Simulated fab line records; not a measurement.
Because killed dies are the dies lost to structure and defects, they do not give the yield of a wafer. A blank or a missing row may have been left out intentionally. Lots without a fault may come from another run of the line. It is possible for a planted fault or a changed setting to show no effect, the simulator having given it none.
A lot that was struck, set against a sound lot -- flow nand-harc -- 39 steps out of a route of 1302
Sound: wafers L896.1, L896.3, L896.5. Wafers struck: L904.1, L904.2, L904.5. The cause comes at the end.
At each step with rows: each side's tool, then ch and its chambers, then its first start. Under that, the readings that differ: sound wafers -- struck wafers -- difference of the means -- sigmas: that difference in standard deviations of wafers without a fault.
alike: words and numbers the same on both sides, and readings whose means are apart by under 2 such deviations; not compared: readings that were withheld, readings missing a value for some wafer, numbers with overlapping values and no deviation given by the record, and bounds like >300 which may hide the same value.
A row with sigmas, a row that says differs or no value, or rows on one side alone: a step with any of these is where the two part. When numbers do not overlap yet have no deviation, they are printed without sigmas and do not part them. Lack of a reading on every wafer of one side parts them only where that side has two or more wafers.

first, 1 step without rows for these wafers: NHARC_A_BONDPAD_DEVELOP_08 (time 50 s).
NHARC_A_BONDPAD_CD_MEAS_09 targets a cd of 500 nm.
  sound on cd-sem-01 ch 0, day 27 06:30; struck on cd-sem-02 ch 0, day 30 07:46
  alike: cd-nm
NHARC_A_BONDPAD_OVL_MEAS_35:
  sound on overlay-02, day 27 06:35; struck on overlay-01, day 30 07:52
reading,sound,struck,difference,sigmas
overlay-y-nm (nm),8 7 8,-7 -6 -6,-14,-3
  alike: overlay-x-nm
then, 1 step without rows for these wafers: NHARC_A_BONDPAD_HARDBAKE_10 (time 65 s).
NHARC_A_BONDPAD_DESCUM_11: chemistry O2, time 3 s.
  sound on rie-diel-03 ch 0,2,3, day 27 06:44; struck on rie-diel-03 ch 0,2, day 30 07:59
  alike: drypump-motor-current-A, oes-product-au, rf-vpp-V, showerhead-plenum-p-Torr, throttle-valve-pct
  not compared: rf-hours-counter-h
then, 2 steps without rows for these wafers: NHARC_A_BONDPAD_ETCH_34 (etches the open film in N2/H2, target depth 60 nm, overetch 18 nm, time 65.91 s); NHARC_A_BONDPAD_ETCH_12 (etches the open film in CHF3/O2, target depth 220 nm, time 110 s).
NHARC_A_BONDPAD_CD_MEAS_13:
  sound on cd-sem-03, day 27 07:02; struck on cd-sem-01, day 30 08:18
  alike: cd-nm
then, 4 steps without rows for these wafers: NHARC_A_BONDPAD_STRIP_15 (strips in O2); NHARC_A_BONDPAD_ETCH_24 (etches the open film in CF4/N2, target depth 30 nm, time 72.99 s); NHARC_A_BONDPAD_STRIP_16 (strips in post etch residue remover, time 600 s); NHARC_A_BONDPAD_DEGAS_25 (time 60 s).
NHARC_A_BONDPAD_PRE_CLEAN_26: time 30 s.
  sound on pvd-sputter-01, day 27 07:43; struck on pvd-sputter-01, day 30 08:59
  alike: heater-power-w
then, 3 steps without rows for these wafers: NHARC_A_BONDPAD_PVD_17 (deposits TaN, target thk 5 nm, time 8.06 s); NHARC_A_BONDPAD_PVD_27 (deposits Cu, target thk 30 nm, time 20.49 s); NHARC_A_BONDPAD_ECD_18 (material Cu, target thk 400 nm).
NHARC_A_BONDPAD_ANNEAL_28: time 90 s.
  sound on rtp-anneal-02 ch 0, day 27 08:23; struck on rtp-anneal-02 ch 0, day 30 09:40
  alike: wafer_temp_C_max
NHARC_A_BONDPAD_CMP_19: polishes, t overpolish 30 s, cu recess touch 16 s, target thk 169.82 nm.
  sound on cmp-03 ch 0,1,2, day 27 08:43; struck on cmp-02 ch 1,2,3, day 30 10:02
  alike: motor-current-A, overpolish-run-s
NHARC_A_BONDPAD_THK_MEAS_20: measures by xrf.
  sound on film-metro-02, day 27 09:03; struck on film-metro-02, day 30 10:20
  alike: thk-nm
then, 1 step without rows for these wafers: NHARC_A_BONDPAD_SRD_21 (time 30 s, dry time 20 s).
NHARC_HYBRID_BOND_ACTIVATE_00: chemistry N2, time 60 s.
  sound on rie-diel-01 ch 0,2, day 27 09:20; struck on rie-diel-01 ch 1,3, day 30 10:37
  alike: drypump-motor-current-A, oes-product-au, rf-vpp-V, showerhead-plenum-p-Torr
  not compared: rf-hours-counter-h
then, 4 steps without rows for these wafers: NHARC_HYBRID_BOND_PRECLEAN_01 (cleans in DIW, time 300 s); NHARC_HYBRID_BOND_SRD_02 (time 30 s, dry time 20 s); NHARC_HYBRID_BOND_BOND_03; NHARC_HYBRID_BOND_ANNEAL_04 (time 7200 s).
NHARC_HYBRID_BOND_OVL_MEAS_05:
  sound on overlay-01, day 27 21:08; struck on overlay-02, day 30 19:56
  alike: overlay-x-nm, overlay-y-nm
then, 2 steps without rows for these wafers: NHARC_THIN_TSV_GRIND_00; NHARC_THIN_TSV_CMP_01 (polishes).
NHARC_THIN_TSV_THK_MEAS_02: measures by ir.
  sound on film-metro-01, day 27 22:50; struck on film-metro-02, day 30 21:38
  alike: thk-nm
then, 3 steps without rows for these wafers: NHARC_THIN_TSV_SRD_03; NHARC_THIN_TSV_PRECLEAN_41 (cleans in SC1); NHARC_THIN_TSV_SRD_42.
NHARC_THIN_TSV_DEP_43: deposits SiO2, target thk 1328.5 nm.
  sound on pecvd-03 ch 0,1, day 27 23:03; struck on pecvd-03 ch 0,1,2, day 30 21:53
  alike: showerhead-vpp-V, throttle-valve-pct
then, 5 steps without rows for these wafers: NHARC_THIN_TSV_DEHYDRATE_04 (time 120 s); NHARC_THIN_TSV_HMDS_05 (time 30 s); NHARC_THIN_TSV_COAT_06; NHARC_THIN_TSV_SOFTBAKE_07 (time 95 s); NHARC_THIN_TSV_EBR_08.
NHARC_END_SORT_01:
  sound on prober-01 ch 0, day 28 14:55; struck on prober-01 ch 0, day 31 15:29
reading,sound,struck,difference,sigmas
defect-limited-yield (%),89.2 88.2 88.5,82.9 79.0 79.2,-8.3,-3
killed-at-array,71 78 76,103 136 130,+48,+2
killed-at-periphery,1 1 2,12 6 9,+8,+3
killed-dies,73 80 78,116 142 141,+56,+3
  alike: killed-at-other, killed-open, killed-short

== WHERE THEY PART ==
Earliest at NHARC_A_BONDPAD_OVL_MEAS_35; latest, in this record, at NHARC_END_SORT_01.

WHY: whatever the simulator had introduced
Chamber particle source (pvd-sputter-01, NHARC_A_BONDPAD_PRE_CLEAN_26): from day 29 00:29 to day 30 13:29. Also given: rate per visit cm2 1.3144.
